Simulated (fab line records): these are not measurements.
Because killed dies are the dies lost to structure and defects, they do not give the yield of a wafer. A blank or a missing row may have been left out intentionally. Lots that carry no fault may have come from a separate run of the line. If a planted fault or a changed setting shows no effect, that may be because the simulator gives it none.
A lot that was struck, set against a sound lot + flow n5Finfet + 39 steps out of a route of 1938
Sound: these wafers, L537.3, L537.5, L537.6. Struck: wafer L540.4 (left out: L540.2, a lot-mate that was not struck); the cause follows at the end.
Per side, at each step with rows, come the tool, then ch with its chambers, and then its first start. Under that, the readings that differ: sound wafers + struck wafers + difference of the means + sigmas: that difference in standard deviations of wafers without a fault.
alike: same words and numbers on both sides, and readings whose means sit less than 2 such deviations apart. not compared: any withheld reading, any reading some wafer has no value for, any bound like >300 that may hide the same value, and any number with overlapping values for which the record gives no deviation.
The two part at a step that has a row with sigmas, a row that says differs or no value, or rows on one side only. Numbers that have no deviation but don't overlap get no sigmas and don't part them. Lack of a reading on every wafer of one side parts them only where that side has two or more wafers.

first, 9 steps without rows for these wafers: N5_BEOL_M1_COAT_22 (resist thk 30 nm); N5_BEOL_M1_EBR_24; N5_BEOL_M1_SOFTBAKE_23 (time 60 s); N5_BEOL_M1_EXPOSE_25 (exposes mask V0, defocus 5 nm, target cd 24 nm); N5_BEOL_M1_PEB_26 (peb time 60 s); N5_BEOL_M1_DEVELOP_27 (develop time 30 s); N5_BEOL_M1_DESCUM_33 (chemistry O2, time 7 s); N5_BEOL_M1_ETCH_77 (etches underlayer in N2/H2, target depth 6.5 nm, time 5.2 s); N5_BEOL_M1_ETCH_69 (etches SiARC in CF4, target depth 15.6 nm, time 26 s).
N5_BEOL_M1_ALD_98: deposits SiO2, target thk 2.5 nm, pulse time 1 s, co reactant pulse time 1 s.
  sound on aldSin-03 ch 0,1, day 8 03:53; struck on aldSin-03 ch 3, day 8 19:20
| reading                                 | sound       | struck | difference | sigmas |
|-----------------------------------------|-------------|--------|------------|--------|
| aldCycles                               | 17 17 17    | 22     | +5         |        |
| model.SiO2_of_BEOL_M1_ALD_98.thkNm (nm) | 2.4 2.4 2.4 | 3.2    | +0.8       |        |
  alike: heaterPowerW, precursorPulseHeightRel
then, 4 steps without rows for these wafers: N5_BEOL_M1_ETCHBACK_99 (etches SiO2 in CHF3, target depth 5 nm, time 10.4 s); N5_BEOL_M1_ETCH_70 (etches SOC in N2/H2, target depth 80 nm, overetch 16 nm, time 120 s); N5_BEOL_M1_STRIP_71 (strips in N2/H2); N5_BEOL_M1_STRIP_78 (strips in N2/H2).
N5_BEOL_M1_VIA_ETCH_34: etches the open film in C4F6/O2, target depth 67.8 nm, time 64.4 s.
  sound on rieDiel-03 ch 0,1,2, day 8 07:31; struck on rieDiel-03 ch 1, day 8 20:02
| reading                 | sound          | struck | difference | sigmas |
|-------------------------|----------------|--------|------------|--------|
| model.BEOL_M1.cdNm (nm) | 17.8 18.2 18.2 | 16.6   | -1.5       |        |
  alike: drypumpMotorCurrentA, oesProductAu, rfVppV, showerheadPlenumPTorr, throttleValvePct
  not compared: rfHoursCounterH
then, 22 steps without rows for these wafers: N5_BEOL_M1_STRIP_83 (strips in C4F6/O2); N5_BEOL_M1_STRIP_36 (strips in N2/H2); N5_BEOL_M1_TRENCH_ETCH_37 (etches SiOC in C4F6/O2, target depth 55.207 nm, time 29 s); N5_BEOL_M1_ETCH_41 (etches SiCN in CH3F/O2, target depth 31.9 nm, time 57.8 s); N5_BEOL_M1_STRIP_97 (strips in N2/H2, time 10 s); N5_BEOL_M1_HM_STRIP_39 (strips TiN in peroxide tin strip, target depth 25 nm, time 158 s); N5_BEOL_M1_SRD_40 (time 30 s); N5_BEOL_M1_PRECLEAN_42 (cleans in residue remover, time 60 s); N5_BEOL_M1_SRD_43 (time 30 s); N5_BEOL_M1_DEGAS_44 (time 60 s); N5_BEOL_M1_PRE_CLEAN_45 (time 30 s); N5_BEOL_M1_ALD_84 (deposits TaN, pulse time 2 s, purge time 3 s, co reactant purge time 2 s); N5_BEOL_M1_SURFACE_TREAT_85; N5_BEOL_M1_CVD_47 (deposits Co from CCTBA/H2, target thk 3 nm, time 223.8 s); N5_BEOL_M1_SPUTTER_48 (material Cu, target thk 4.5 nm, time 8.29 s); N5_BEOL_M1_ANNEAL_49 (time 240 s); N5_BEOL_M1_SPUTTER_79 (material Cu, target thk 4.5 nm, time 8.29 s); N5_BEOL_M1_ANNEAL_80 (time 240 s); N5_BEOL_M1_SPUTTER_81 (material Cu, target thk 4.5 nm, time 8.29 s); N5_BEOL_M1_ANNEAL_82 (time 240 s); N5_BEOL_M1_SPUTTER_86 (material Cu, target thk 4.5 nm, time 8.29 s); N5_BEOL_M1_ANNEAL_87 (time 240 s).
N5_BEOL_M4_RC_MEAS_101:
  sound on prober-01 ch 0, day 9 20:51; struck on prober-01 ch 0, day 10 11:37
| reading             | sound             | struck | difference | sigmas |
|---------------------|-------------------|--------|------------|--------|
| CHAIN_V0 (ohm/link) | 236 234 231       | 273    | +39        | +4     |
| DIBL_P (mV/V)       | 34.1 33.1 35.9    | 39.3   | +4.9       | +3     |
| IOFF_N (nA/um)      | 0.138 0.119 0.148 | 0.206  | +0.071     | +3     |
| IOFF_P (nA/um)      | 0.15 0.14 0.18    | 0.26   | +0.10      | +3     |
| ION_N (uA/um)       | 662 654 676       | 706    | +42        | +4     |
| ION_P (uA/um)       | 449 447 458       | 486    | +35        | +4     |
| SS_P (mV/dec)       | 73.1 73.1 73.3    | 74.4   | +1.2       | +2     |
| VT_N (mV)           | 253.4 253.1 249.8 | 245.4  | -6.7       | -2     |
| VT_P (mV)           | -258 -257 -255    | -246   | +11        | +3     |
  alike: DIBL_N, SS_N
-- record jumps: 5 days separate the struck wafers' starts on either side; left off in module BEOL_M4, taken up again in module PASSIVATION, whose first shown step is the route's number 1936 --
N5_PASSIVATION_PROBE_49:
  only the struck wafers here have rows in the record (prober-01, day 14 23:54); the sound ones have none

== WHERE THEY PART ==
First at N5_BEOL_M4_RC_MEAS_101; last, within this record, at N5_PASSIVATION_PROBE_49.

WHY: whatever the simulator had introduced
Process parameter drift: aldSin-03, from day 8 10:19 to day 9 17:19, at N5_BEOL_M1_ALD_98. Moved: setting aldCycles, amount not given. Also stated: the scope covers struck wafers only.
